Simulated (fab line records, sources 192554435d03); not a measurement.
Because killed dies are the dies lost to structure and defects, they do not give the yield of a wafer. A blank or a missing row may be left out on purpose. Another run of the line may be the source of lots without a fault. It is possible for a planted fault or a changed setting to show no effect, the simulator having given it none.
fab line records	flow n5-finfet
[record] lots = 24	wafers = 72	last-day = 18
route steps=1938 shown BEOL_M12@1649 BEOL_M13@1669
lots that met no fault: from a run of the same line without faults
start-h: start of the lot's first displayed wafer, in hours after the record's first day	wait-h: hours elapsed since this lot's preceding step	" the same as in the row above	L1.1+2: one row covering several wafers at once	- no value present, or no start provided	* or withheld: withheld	< > ~ a bound
route shown NAME@n: a module of which the file shows steps, and the number in the route of the first	usual: mean/standard deviation of fault-free wafers	same: alike in all rows	chamber/n: place in a boat	sites: per-site readings	_std_site: standard deviation across them	_edge_site: inner sites' mean taken away from outer sites' mean	radius-mm: for every site, how far away it sits from the centre of the wafer	mask NAME#n: copy n	behind: the tool/chamber that last shaped the wafer	hold: what put the lot on hold/how long, in hours/how the hold closed	device: the transistor (n, p or np) that didn't switch	end of line: the route-end tests of the same wafers	step lacking rows: just its recipe	killed: not the wafer's yield, but the dies lost to structure and defects at the first sort	map: shows each die of a wafer: x if killed, . if not, _ if none is there
set.NAME: the setting as run; set.NAME@STEP: as run at that earlier step	model.NAME: the simulator's own value behind a step, which no gauge read
the route's steps for a sample of lots (tables are steps, rows are wafers)
services: when a tool's chamber went out of use (start-h, in hours from the record's first day, below 0 if earlier), for how many hours, and the reason
[[steps]]
[step N5_BEOL_M12_SPUTTER_44]
[recipe] material = Ta	target-thk-a = 100	temp-c = 50	bias-v = 80	power-w = 15000	chamber-pressure-pa = 0.07	time-s = 16.13
[usual] throttle-valve-pct = 29.8/1.2
lot.wafer	tool	chamber	start-h	wait-h	throttle-valve-pct
L075.1	pvd-sputter-03	-	248.60	0.0	29.2
L075.3	"	-	"	"	28.0
L075.5	"	-	"	"	28.1
L074.2	pvd-sputter-03	-	249.32	0.0	29.1
L074.3	"	-	"	"	28.2
L074.6	"	-	"	"	30.8
L076.2	pvd-sputter-02	-	259.84	0.0	28.5
L076.3	"	-	"	"	31.0
L076.5	"	-	"	"	29.7
L077.3	pvd-sputter-01	-	270.24	0.0	31.5
L077.5	"	-	"	"	30.6
L077.6	"	-	"	"	29.9
L078.2	pvd-sputter-03	-	275.41	0.0	28.0
L078.4	"	-	"	"	28.8
L078.6	"	-	"	"	30.8
L080.1	pvd-sputter-02	-	279.28	0.0	28.0
L080.3	"	-	"	"	29.6
L080.5	"	-	"	"	28.4
L079.2	pvd-sputter-01	-	292.03	0.0	27.9
L079.3	"	-	"	"	30.3
L079.6	"	-	"	"	27.7
L081.1	pvd-sputter-02	-	293.57	0.0	28.6
L081.3	"	-	"	"	31.3
L081.6	"	-	"	"	31.1
L083.3	pvd-sputter-02	-	294.37	0.0	28.5
L083.4	"	-	"	"	31.0
L083.5	"	-	"	"	30.9
L082.2	pvd-sputter-01	-	303.36	0.0	31.3
L082.3	"	-	"	"	30.1
L082.5	"	-	"	"	30.1
L084.1	pvd-sputter-01	-	313.42	0.0	30.6
L084.2	"	-	"	"	30.0
L084.4	"	-	"	"	31.6
L085.2	pvd-sputter-02	-	318.06	0.0	31.0
L085.3	"	-	"	"	28.2
L085.5	"	-	"	"	28.2
L086.1	pvd-sputter-01	-	321.27	0.0	29.8
L086.4	"	-	"	"	27.9
L086.6	"	-	"	"	29.7
L089.4	pvd-sputter-02	-	329.88	0.0	29.6
L089.5	"	-	"	"	28.3
L089.6	"	-	"	"	29.5
L088.2	pvd-sputter-02	-	330.20	0.0	31.0
L088.5	"	-	"	"	31.3
L088.6	"	-	"	"	28.3
L087.1	pvd-sputter-01	-	335.56	0.0	29.8
L087.4	"	-	"	"	30.4
L087.5	"	-	"	"	27.8
L091.1	pvd-sputter-02	-	335.69	0.0	30.9
L091.3	"	-	"	"	28.6
L091.5	"	-	"	"	28.4
L090.1	pvd-sputter-03	-	337.50	0.0	30.7
L090.2	"	-	"	"	31.1
L090.6	"	-	"	"	30.6
L092.1	pvd-sputter-01	-	358.09	0.0	30.3
L092.2	"	-	"	"	27.8
L092.6	"	-	"	"	30.6
L094.1	pvd-sputter-01	-	358.59	0.0	29.6
L094.5	"	-	"	"	28.0
L094.6	"	-	"	"	31.3
L093.1	pvd-sputter-01	-	358.99	0.0	29.8
L093.4	"	-	"	"	31.3
L093.5	"	-	"	"	31.6
L095.1	pvd-sputter-03	-	376.19	0.0	29.2
L095.2	"	-	"	"	30.9
L095.4	"	-	"	"	28.0
L096.2	pvd-sputter-02	-	376.19	0.0	30.8
L096.3	"	-	"	"	31.3
L096.5	"	-	"	"	31.2
L097.1	pvd-sputter-02	-	392.38	0.0	29.7
L097.3	"	-	"	"	28.7
L097.5	"	-	"	"	28.1
[step N5_BEOL_M12_SPUTTER_45]
[recipe] material = Cu	target-thk-a = 800	temp-c = -20	bias-v = 60	power-w = 26000	chamber-pressure-pa = 0.13	time-s = 13.33
[usual] throttle-valve-pct = 29.9/1.2
lot.wafer	tool	chamber	start-h	wait-h	throttle-valve-pct
L075.1	pvd-sputter-03	-	248.68	0.0	29.0
L075.3	"	-	"	"	28.1
L075.5	"	-	"	"	28.0
L074.2	pvd-sputter-03	-	249.40	0.0	29.1
L074.3	"	-	"	"	27.9
L074.6	"	-	"	"	30.9
L076.2	pvd-sputter-02	-	259.92	0.0	28.6
L076.3	"	-	"	"	31.2
L076.5	"	-	"	"	29.9
L077.3	pvd-sputter-01	-	270.32	0.0	31.4
L077.5	"	-	"	"	30.3
L077.6	"	-	"	"	29.9
L078.2	pvd-sputter-03	-	275.49	0.0	27.9
L078.4	"	-	"	"	29.3
L078.6	"	-	"	"	30.8
L080.1	pvd-sputter-02	-	279.36	0.0	28.3
L080.3	"	-	"	"	29.7
L080.5	"	-	"	"	28.5
L079.2	pvd-sputter-01	-	292.11	0.0	28.0
L079.3	"	-	"	"	30.5
L079.6	"	-	"	"	27.7
L081.1	pvd-sputter-02	-	293.65	0.0	28.6
L081.3	"	-	"	"	31.4
L081.6	"	-	"	"	31.4
L083.3	pvd-sputter-02	-	294.45	0.0	28.2
L083.4	"	-	"	"	31.0
L083.5	"	-	"	"	30.9
L082.2	pvd-sputter-01	-	303.44	0.0	31.4
L082.3	"	-	"	"	29.8
L082.5	"	-	"	"	30.0
L084.1	pvd-sputter-01	-	313.50	0.0	30.4
L084.2	"	-	"	"	30.0
L084.4	"	-	"	"	31.2
L085.2	pvd-sputter-02	-	318.14	0.0	31.4
L085.3	"	-	"	"	28.7
L085.5	"	-	"	"	28.3
L086.1	pvd-sputter-01	-	321.35	0.0	29.8
L086.4	"	-	"	"	28.0
L086.6	"	-	"	"	29.9
L089.4	pvd-sputter-02	-	329.96	0.0	29.5
L089.5	"	-	"	"	28.7
L089.6	"	-	"	"	29.7
L088.2	pvd-sputter-02	-	330.28	0.0	31.3
L088.5	"	-	"	"	30.9
L088.6	"	-	"	"	28.5
L087.1	pvd-sputter-01	-	335.64	0.0	30.1
L087.4	"	-	"	"	30.5
L087.5	"	-	"	"	27.9
L091.1	pvd-sputter-02	-	335.77	0.0	31.2
L091.3	"	-	"	"	28.2
L091.5	"	-	"	"	28.6
L090.1	pvd-sputter-03	-	337.58	0.0	30.9
L090.2	"	-	"	"	31.2
L090.6	"	-	"	"	30.8
L092.1	pvd-sputter-01	-	358.17	0.0	30.4
L092.2	"	-	"	"	27.9
L092.6	"	-	"	"	30.3
L094.1	pvd-sputter-01	-	358.67	0.0	29.9
L094.5	"	-	"	"	27.9
L094.6	"	-	"	"	31.2
L093.1	pvd-sputter-01	-	359.07	0.0	30.1
L093.4	"	-	"	"	31.3
L093.5	"	-	"	"	31.6
L095.1	pvd-sputter-03	-	376.27	0.0	29.1
L095.2	"	-	"	"	30.8
L095.4	"	-	"	"	28.1
L096.2	pvd-sputter-02	-	376.27	0.0	31.3
L096.3	"	-	"	"	31.1
L096.5	"	-	"	"	31.1
L097.1	pvd-sputter-02	-	392.46	0.0	29.9
L097.3	"	-	"	"	28.2
L097.5	"	-	"	"	28.5
[step N5_BEOL_M13_CD_MEAS_10]
[recipe] target-cd-nm = 190	landing-energy-ev = 500	detector = se-inlens	polarity = opening
[usual] cd-nm = 189.9/1.2
[same] landing-energy-ev = 500
lot.wafer	tool	chamber	start-h	wait-h	cd-nm
L075.1	cd-sem-01	0	250.86	-	189.0
L075.3	"	0	"	"	189.9
L075.5	"	0	"	"	189.1
L074.2	cd-sem-02	0	251.59	-	188.3
L074.3	"	0	"	"	191.4
L074.6	"	0	"	"	187.9
L076.2	cd-sem-02	0	261.45	-	187.4
L076.3	"	0	"	"	190.5
L076.5	"	0	"	"	187.2
L077.3	cd-sem-03	0	271.82	-	188.7
L077.5	"	0	"	"	189.2
L077.6	"	0	"	"	188.1
L078.2	cd-sem-01	0	277.10	-	190.7
L078.4	"	0	"	"	190.0
L078.6	"	0	"	"	190.8
L080.1	cd-sem-02	0	280.86	-	190.6
L080.3	"	0	"	"	192.2
L080.5	"	0	"	"	190.7
L079.2	cd-sem-02	0	293.74	-	190.2
L079.3	"	0	"	"	188.6
L079.6	"	0	"	"	190.5
L081.1	cd-sem-02	0	295.15	-	191.3
L081.3	"	0	"	"	192.7
L081.6	"	0	"	"	192.8
L083.3	cd-sem-03	0	295.95	-	191.1
L083.4	"	0	"	"	191.6
L083.5	"	0	"	"	192.6
L082.2	cd-sem-03	0	305.06	-	190.1
L082.3	"	0	"	"	188.0
L082.5	"	0	"	"	187.3
L084.1	cd-sem-01	0	315.79	-	188.9
L084.2	"	0	"	"	190.3
L084.4	"	0	"	"	192.1
L085.2	cd-sem-02	0	319.65	-	189.2
L085.3	"	0	"	"	189.3
L085.5	"	0	"	"	191.0
L086.1	cd-sem-03	0	322.99	-	189.8
L086.4	"	0	"	"	190.0
L086.6	"	0	"	"	190.2
L089.4	cd-sem-01	0	331.53	-	191.6
L089.5	"	0	"	"	189.4
L089.6	"	0	"	"	189.7
L088.2	cd-sem-03	0	331.85	-	190.7
L088.5	"	0	"	"	191.5
L088.6	"	0	"	"	190.2
L087.1	cd-sem-02	0	337.29	-	191.3
L087.4	"	0	"	"	189.9
L087.5	"	0	"	"	190.9
L091.1	cd-sem-01	0	337.33	-	188.1
L091.3	"	0	"	"	189.7
L091.5	"	0	"	"	189.5
L090.1	cd-sem-02	0	339.10	-	190.0
L090.2	"	0	"	"	189.1
L090.6	"	0	"	"	190.2
L092.1	cd-sem-03	0	359.66	-	188.7
L092.2	"	0	"	"	188.9
L092.6	"	0	"	"	189.8
L094.1	cd-sem-03	0	360.30	-	189.2
L094.5	"	0	"	"	189.3
L094.6	"	0	"	"	189.0
L093.1	cd-sem-01	0	360.56	-	188.5
L093.4	"	0	"	"	189.6
L093.5	"	0	"	"	190.2
L096.2	cd-sem-03	0	378.05	-	190.3
L096.3	"	0	"	"	190.6
L096.5	"	0	"	"	190.3
L095.1	cd-sem-01	0	378.32	-	189.7
L095.2	"	0	"	"	188.8
L095.4	"	0	"	"	189.8
L097.1	cd-sem-01	0	394.07	-	191.3
L097.3	"	0	"	"	190.2
L097.5	"	0	"	"	191.7
[step N5_BEOL_M13_OVL_MEAS_29]
[recipe] points-per-wafer = 44
[usual] M13_OVL = 5/4.9
lot.wafer	tool	chamber	start-h	wait-h	M13_OVL[nm]
L075.1	overlay-02	0	251.96	0.0	6
L075.3	"	0	"	"	6
L075.5	"	0	"	"	12
L074.2	overlay-02	0	252.57	0.0	7
L074.3	"	0	"	"	5
L074.6	"	0	"	"	2
L076.2	overlay-02	0	264.06	0.0	4
L076.3	"	0	"	"	-6
L076.5	"	0	"	"	4
L077.3	overlay-02	0	272.92	0.0	13
L077.5	"	0	"	"	10
L077.6	"	0	"	"	11
L078.2	overlay-02	0	278.07	0.0	1
L078.4	"	0	"	"	1
L078.6	"	0	"	"	5
L080.1	overlay-02	0	281.83	0.0	6
L080.3	"	0	"	"	3
L080.5	"	0	"	"	-1
L079.2	overlay-01	0	294.74	0.0	2
L079.3	"	0	"	"	13
L079.6	"	0	"	"	6
L081.1	overlay-02	0	296.77	0.0	1
L081.3	"	0	"	"	4
L081.6	"	0	"	"	3
L083.3	overlay-02	0	297.05	0.0	3
L083.4	"	0	"	"	6
L083.5	"	0	"	"	2
L082.2	overlay-01	0	306.04	0.0	2
L082.3	"	0	"	"	4
L082.5	"	0	"	"	5
L084.1	overlay-01	0	316.92	0.0	14
L084.2	"	0	"	"	15
L084.4	"	0	"	"	9
L085.2	overlay-01	0	320.81	0.0	1
L085.3	"	0	"	"	4
L085.5	"	0	"	"	1
L086.1	overlay-01	0	323.99	0.0	1
L086.4	"	0	"	"	3
L086.6	"	0	"	"	-6
L089.4	overlay-02	0	332.63	0.0	4
L089.5	"	0	"	"	5
L089.6	"	0	"	"	7
L088.2	overlay-01	0	332.82	0.0	11
L088.5	"	0	"	"	17
L088.6	"	0	"	"	4
L087.1	overlay-01	0	338.39	0.0	5
L087.4	"	0	"	"	8
L087.5	"	0	"	"	-2
L091.1	overlay-02	0	338.55	0.0	5
L091.3	"	0	"	"	6
L091.5	"	0	"	"	10
L090.1	overlay-02	0	340.24	0.0	8
L090.2	"	0	"	"	-2
L090.6	"	0	"	"	6
L092.1	overlay-01	0	360.77	0.0	8
L092.2	"	0	"	"	12
L092.6	"	0	"	"	13
L094.1	overlay-01	0	361.44	0.0	12
L094.5	"	0	"	"	0
L094.6	"	0	"	"	12
L093.1	overlay-01	0	361.66	0.0	18
L093.4	"	0	"	"	8
L093.5	"	0	"	"	9
L096.2	overlay-01	0	379.14	0.0	-4
L096.3	"	0	"	"	8
L096.5	"	0	"	"	0
L095.1	overlay-01	0	379.29	0.0	-1
L095.2	"	0	"	"	0
L095.4	"	0	"	"	10
L097.1	overlay-02	0	395.17	0.0	5
L097.3	"	0	"	"	8
L097.5	"	0	"	"	8
[step N5_BEOL_M13_ETCH_68]
[recipe] chemistry = N2/H2	target = SOC	mask-material = SiARC	source-w = 3000	bias-w = 350	temp-c = 40	time-s = 355	ion-energy-ev = 200	pressure-mtorr = 30	n2-flow-sccm = 200	h2-flow-sccm = 200
[usual] drypump-motor-current-A = 5.8/0.46	oes-product-au = 0.80/0.1	rf-vpp-V = 523.9/2.7	showerhead-plenum-p-Torr = 2.54/0.089	throttle-valve-pct = 17.78/0.27
lot.wafer	tool	chamber	start-h	wait-h	drypump-motor-current-A	oes-product-au	rf-hours-counter-h	rf-vpp-V	showerhead-plenum-p-Torr	throttle-valve-pct
L075.1	rie-diel-01	3	252.20	0.1	5.9	0.67	249	521.1	2.51	17.84
L075.3	"	0	"	"	6.2	0.69	213	519.9	2.40	18.07
L075.5	"	0	"	"	6.2	0.68	-	521.6	2.40	18.09
L074.2	rie-diel-01	3	252.81	0.1	5.9	0.68	249	523.8	2.51	17.85
L074.3	"	0	"	"	6.3	0.69	214	519.9	2.40	18.07
L074.6	"	1	"	"	6.4	0.74	-	523.2	2.54	18.00
L076.2	rie-diel-06	0	264.30	0.1	5.6	0.71	217	526.9	2.61	18.02
L076.3	"	2	"	"	4.8	0.87	38	527.7	2.70	17.60
L076.5	"	0	"	"	5.7	0.71	-	526.1	2.61	18.00
L077.3	rie-diel-01	0	273.35	0.2	6.3	0.69	-	519.3	2.39	18.09
L077.5	"	0	"	"	6.2	0.69	-	518.9	2.39	18.08
L077.6	"	1	"	"	6.4	0.74	-	524.0	2.53	18.04
L078.2	rie-diel-04	0	278.31	0.1	5.3	0.72	206	525.3	2.61	17.82
L078.4	"	2	"	"	5.9	0.82	-	524.0	2.55	17.51
L078.6	"	0	"	"	5.3	0.72	-	527.1	2.61	17.80
L080.1	rie-diel-06	2	282.07	0.1	4.8	0.86	43	528.2	2.70	17.63
L080.3	"	1	"	"	5.5	0.75	157	518.1	2.36	17.82
L080.5	"	2	"	"	4.8	0.87	-	527.3	2.70	17.63
L079.2	rie-diel-01	2	295.17	0.1	5.1	0.75	171	526.7	2.63	17.80
L079.3	"	1	"	"	6.4	0.73	200	521.7	2.53	18.04
L079.6	"	3	"	"	5.9	0.99	-	523.0	2.50	17.37
L081.1	rie-diel-04	0	297.24	0.1	5.3	0.72	214	525.9	2.61	17.83
L081.3	"	3	"	"	6.0	0.93	11	526.2	2.60	17.32
L081.6	"	0	"	"	5.3	0.72	-	524.8	2.61	17.83
L083.3	rie-diel-06	1	297.29	0.1	5.5	0.75	163	516.9	2.35	17.84
L083.4	"	3	"	"	6.2	0.91	14	522.2	2.48	17.50
L083.5	"	3	"	"	6.1	0.91	-	522.3	2.48	17.48
L082.2	rie-diel-01	2	306.43	0.1	5.1	0.75	174	526.8	2.63	17.80
L082.3	"	0	"	"	6.2	0.68	235	520.7	2.39	18.10
L082.5	"	0	"	"	6.2	0.68	-	520.4	2.39	18.10
L084.1	rie-diel-04	2	317.16	0.1	5.9	0.79	98	524.9	2.55	17.53
L084.2	"	1	"	"	5.4	0.99	5	525.5	2.61	18.12
L084.4	"	0	"	"	5.4	0.71	220	528.3	2.60	17.84
L085.2	rie-diel-04	0	321.16	0.1	5.3	0.72	221	524.7	2.60	17.84
L085.3	"	2	"	"	5.9	0.80	99	524.6	2.55	17.53
L085.5	"	0	"	"	5.3	0.72	-	524.4	2.60	17.85
L086.1	rie-diel-04	2	324.23	0.1	5.9	0.79	100	523.8	2.55	17.52
L086.4	"	1	"	"	5.4	0.99	7	525.3	2.61	18.10
L086.6	"	0	"	"	5.4	0.72	-	525.2	2.60	17.83
L089.4	rie-diel-01	2	332.87	0.1	5.1	0.74	182	526.5	2.62	17.82
L089.5	"	0	"	"	6.2	0.67	-	520.8	2.38	18.12
L089.6	"	3	"	"	5.9	0.95	-	523.1	2.50	17.40
L088.2	rie-diel-06	2	333.06	0.1	4.8	0.85	60	529.8	2.69	17.65
L088.5	"	3	"	"	6.2	0.89	-	522.3	2.48	17.51
L088.6	"	0	"	"	5.6	0.71	-	525.9	2.60	18.05
L087.1	rie-diel-01	2	338.63	0.1	5.1	0.74	183	525.8	2.62	17.82
L087.4	"	1	"	"	6.4	0.72	214	522.0	2.52	18.07
L087.5	"	1	"	"	6.3	0.72	-	522.6	2.52	18.07
L091.1	rie-diel-04	3	338.79	0.1	6.0	0.89	23	524.6	2.59	17.36
L091.3	"	0	"	"	5.4	0.71	228	527.1	2.60	17.85
L091.5	"	2	"	"	5.9	0.78	-	524.9	2.54	17.55
L090.1	rie-diel-06	2	340.48	0.1	4.8	0.84	63	528.1	2.69	17.65
L090.2	"	3	"	"	6.2	0.88	28	523.0	2.48	17.51
L090.6	"	2	"	"	4.8	0.84	-	526.8	2.69	17.64
L092.1	rie-diel-01	2	361.00	0.1	5.1	0.73	191	528.3	2.62	17.84
L092.2	"	3	"	"	5.9	0.93	25	522.7	2.50	17.41
L092.6	"	2	"	"	5.1	0.73	-	526.8	2.62	17.85
L094.1	rie-diel-06	2	361.68	0.1	4.8	0.83	69	528.9	2.69	17.65
L094.5	"	1	"	"	5.5	0.72	-	517.9	2.35	17.89
L094.6	"	0	"	"	5.6	0.70	-	526.2	2.60	18.07
L093.1	rie-diel-01	3	362.22	0.1	5.9	0.92	25	523.6	2.50	17.43
L093.4	"	1	"	"	6.4	0.71	-	522.8	2.52	18.07
L093.5	"	3	"	"	5.9	0.91	-	523.4	2.50	17.41
L096.2	rie-diel-06	0	379.38	0.1	5.6	1.00	0	525.6	2.60	17.66
L096.3	"	3	"	"	6.1	0.86	41	521.7	2.47	17.54
L096.5	"	2	"	"	4.8	0.82	-	527.4	2.68	17.68
L095.1	rie-diel-04	0	379.57	0.1	5.3	0.69	241	526.0	2.60	17.86
L095.2	"	1	"	"	5.4	0.94	23	525.5	2.60	18.13
L095.4	"	3	"	"	6.0	0.85	37	524.8	2.58	17.38
L097.1	rie-diel-04	2	395.45	0.1	5.9	0.79	123	525.5	2.54	17.58
L097.3	"	1	"	"	5.5	0.94	28	525.0	2.60	18.14
L097.5	"	1	"	"	5.4	0.94	-	525.4	2.60	18.14
[step N5_BEOL_M13_DEP_53]
[recipe] material = SiCN	target-thk-a = 500	temp-c = withheld	precursor = 3MS/NH3	pressure-torr = 3	rf-w = 675	time-s = 17.8
[usual] showerhead-plenum-p-Torr = 4.151/0.025	throttle-valve-pct = 17.4/0.99
lot.wafer	tool	chamber	start-h	wait-h	showerhead-plenum-p-Torr	throttle-valve-pct
L075.1	pecvd-04	0	254.89	0.0	4.150	16.9
L075.3	"	2	"	"	4.165	16.4
L075.5	"	1	"	"	4.190	18.7
L074.2	pecvd-03	0	255.16	0.0	4.201	20.0
L074.3	"	2	"	"	4.134	17.7
L074.6	"	2	"	"	4.135	17.8
L076.2	pecvd-01	1	268.18	0.0	4.122	17.7
L076.3	"	2	"	"	4.150	16.7
L076.5	"	2	"	"	4.144	16.7
L077.3	pecvd-04	1	276.77	0.0	4.177	18.9
L077.5	"	2	"	"	4.156	16.4
L077.6	"	1	"	"	4.184	19.1
L078.2	pecvd-01	2	281.28	0.0	4.155	16.8
L078.4	"	1	"	"	4.122	17.4
L078.6	"	0	"	"	4.134	16.5
L080.1	pecvd-03	0	285.76	0.0	4.202	19.9
L080.3	"	1	"	"	4.193	16.7
L080.5	"	1	"	"	4.193	16.8
L079.2	pecvd-04	0	298.46	0.0	4.163	16.9
L079.3	"	2	"	"	4.162	16.4
L079.6	"	2	"	"	4.159	16.6
L081.1	pecvd-03	2	299.37	0.0	4.146	17.6
L081.3	"	1	"	"	4.182	16.6
L081.6	"	0	"	"	4.189	19.9
L083.3	pecvd-01	1	305.65	0.0	4.115	17.2
L083.4	"	2	"	"	4.144	16.8
L083.5	"	1	"	"	4.126	17.4
L082.2	pecvd-01	1	309.40	0.0	4.127	17.3
L082.3	"	0	"	"	4.121	16.4
L082.5	"	0	"	"	4.124	16.5
L084.1	pecvd-01	1	321.00	0.0	4.129	17.3
L084.2	"	2	"	"	4.145	16.8
L084.4	"	0	"	"	4.116	16.5
L085.2	pecvd-04	2	323.92	0.0	4.154	16.7
L085.3	"	2	"	"	4.161	16.8
L085.5	"	0	"	"	4.157	17.0
L086.1	pecvd-01	2	327.41	0.0	4.153	16.8
L086.4	"	0	"	"	4.126	16.7
L086.6	"	2	"	"	4.149	16.9
L089.4	pecvd-01	2	341.48	0.0	4.152	16.5
L089.5	"	1	"	"	4.125	17.3
L089.6	"	0	"	"	4.126	16.6
L088.2	pecvd-01	1	342.02	0.0	4.123	17.5
L088.5	"	0	"	"	4.144	16.4
L088.6	"	1	"	"	4.125	17.3
L087.1	pecvd-01	2	342.29	0.0	4.156	16.8
L087.4	"	0	"	"	4.117	16.7
L087.5	"	2	"	"	4.147	16.7
L091.1	pecvd-03	2	343.24	0.0	4.125	17.7
L091.3	"	1	"	"	4.177	16.9
L091.5	"	2	"	"	4.135	17.7
L090.1	pecvd-01	1	343.67	0.0	4.130	17.4
L090.2	"	0	"	"	4.126	16.8
L090.6	"	0	"	"	4.122	16.5
L092.1	pecvd-03	1	364.51	0.0	4.182	16.9
L092.2	"	0	"	"	4.208	19.7
L092.6	"	0	"	"	4.199	19.8
L094.1	pecvd-01	2	368.79	0.0	4.147	16.6
L094.5	"	0	"	"	4.127	16.8
L094.6	"	2	"	"	4.162	16.8
L093.1	pecvd-03	1	370.15	0.0	4.178	16.8
L093.4	"	1	"	"	4.187	17.1
L093.5	"	2	"	"	4.140	17.9
L096.2	pecvd-04	2	384.66	0.0	4.162	16.9
L096.3	"	0	"	"	4.151	17.0
L096.5	"	0	"	"	4.152	17.0
L095.1	pecvd-04	0	385.35	0.0	4.143	17.0
L095.2	"	1	"	"	4.183	19.0
L095.4	"	2	"	"	4.150	16.4
L097.1	pecvd-01	0	399.17	0.0	4.120	16.7
L097.3	"	0	"	"	4.120	16.8
L097.5	"	2	"	"	4.152	17.2
[[services]]
tool	chamber	start-h	hours	kind
rie-diel-01	2	244.51	16.5	repair
pvd-sputter-03	-	254.06	7.5	repair
rie-diel-01	3	261.45	-	clean
rie-diel-01	3	261.45	-	consumable-replace:focus-ring
rie-diel-01	3	261.45	23.1	scheduled-down
rie-diel-01	3	261.45	23.1	vent-cycle
rie-diel-06	0	287.07	4.0	repair
rie-diel-01	1	288.75	1.8	repair
pecvd-03	0	319.47	18.6	repair
rie-diel-01	2	333.70	4.4	repair
rie-diel-01	3	341.29	5.2	repair
pecvd-01	-	348.71	0.8	repair
rie-diel-01	0	349.68	-	clean
rie-diel-01	0	349.68	-	consumable-replace:focus-ring
pvd-sputter-01	-	351.60	5.5	repair
rie-diel-01	1	352.93	1.8	repair
rie-diel-04	1	357.76	5.1	repair
pecvd-01	2	373.30	5.5	scheduled-down
pecvd-01	1	383.65	-	clean
pecvd-01	1	383.65	-	consumable-replace:showerhead
pecvd-01	1	383.65	29.0	scheduled-down
pecvd-01	1	383.65	29.0	vent-cycle
rie-diel-06	2	387.16	5.1	repair
rie-diel-06	1	390.05	9.0	repair
[[key]]
fault none
